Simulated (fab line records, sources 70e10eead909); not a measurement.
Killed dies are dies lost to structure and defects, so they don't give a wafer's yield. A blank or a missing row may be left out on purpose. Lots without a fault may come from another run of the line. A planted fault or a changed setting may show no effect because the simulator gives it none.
Chamber matching | flow nand_harc | NHARC_A_STAIRCASE_TRIM_20 on rie_diel-09: 4 sister chambers
The step chemistry O2, time 211.2 s. 8 wafers are shown with their chamber, then 11 later ones without.

WAFERS WITH THEIR CHAMBER
wafer  | chamber | showerhead_plenum_p_Torr (Torr) | rf_vpp_V (V)
L083.6 | 0       | 3.51                            | 57.0
L085.6 | 1       | 3.78                            | 58.4
L087.2 | 1       | 3.78                            | 58.4
L087.4 | 3       | 3.26                            | 58.9
L089.4 | 0       | 3.51                            | 56.5
L089.5 | 3       | 3.81                            | 57.8
L089.6 | 2       | 3.48                            | 57.7
L090.1 | 2       | 3.48                            | 56.8

WAFERS WITHOUT THEIR CHAMBER
wafer  | showerhead_plenum_p_Torr (Torr) | rf_vpp_V (V)
L090.4 | 3.78                            | 57.4
L090.5 | 3.51                            | 58.0
L094.4 | 3.77                            | 57.4
L094.5 | 3.77                            | 59.4
L094.6 | 3.47                            | 57.7
L095.2 | 3.79                            | 57.6
L095.3 | 3.47                            | 58.0
L095.6 | 3.76                            | 59.3
L096.3 | 3.79                            | 59.4
L096.4 | 3.76                            | 58.4
L096.5 | 3.49                            | 57.3

WHICH CHAMBER EACH WENT THROUGH
wafer  | from the rows above               | in truth
L090.4 | can't be placed: 2 or 0 or 1 or 3 | 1
L090.5 | can't be placed: 3 or 2 or 1 or 0 | 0
L094.4 | can't be placed: 2 or 0 or 1 or 3 | 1
L094.5 | can't be placed: 1 or 3           | 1
L094.6 | can't be placed: 2 or 3 or 0 or 1 | 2
L095.2 | can't be placed: 1 or 2 or 3 or 0 | 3
L095.3 | can't be placed: 3 or 2 or 1 or 0 | 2
L095.6 | can't be placed: 1 or 3           | 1
L096.3 | can't be placed: 1 or 3           | 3
L096.4 | can't be placed: 1 or 3           | 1
L096.5 | can't be placed: 2 or 0 or 3      | 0
Placed correctly: 0 of 11. Can't be placed from these rows: 11 (the true chamber is among the candidates in 11). Placed wrongly: 0.
How it was worked out, from the rows above alone: a wafer's distance from a chamber is the root of the sum, over the readings, of the square of ((its reading less the chamber's mean) divided by the reading's scatter). The wafer belongs to the nearest chamber; if the next one is less than 2 further off, it can't be placed. A chamber's mean is the mean of its shown wafers. The scatter: the root of (the sum of the squares of (reading less its chamber's mean) over the shown wafers, divided by (wafers less chambers)).
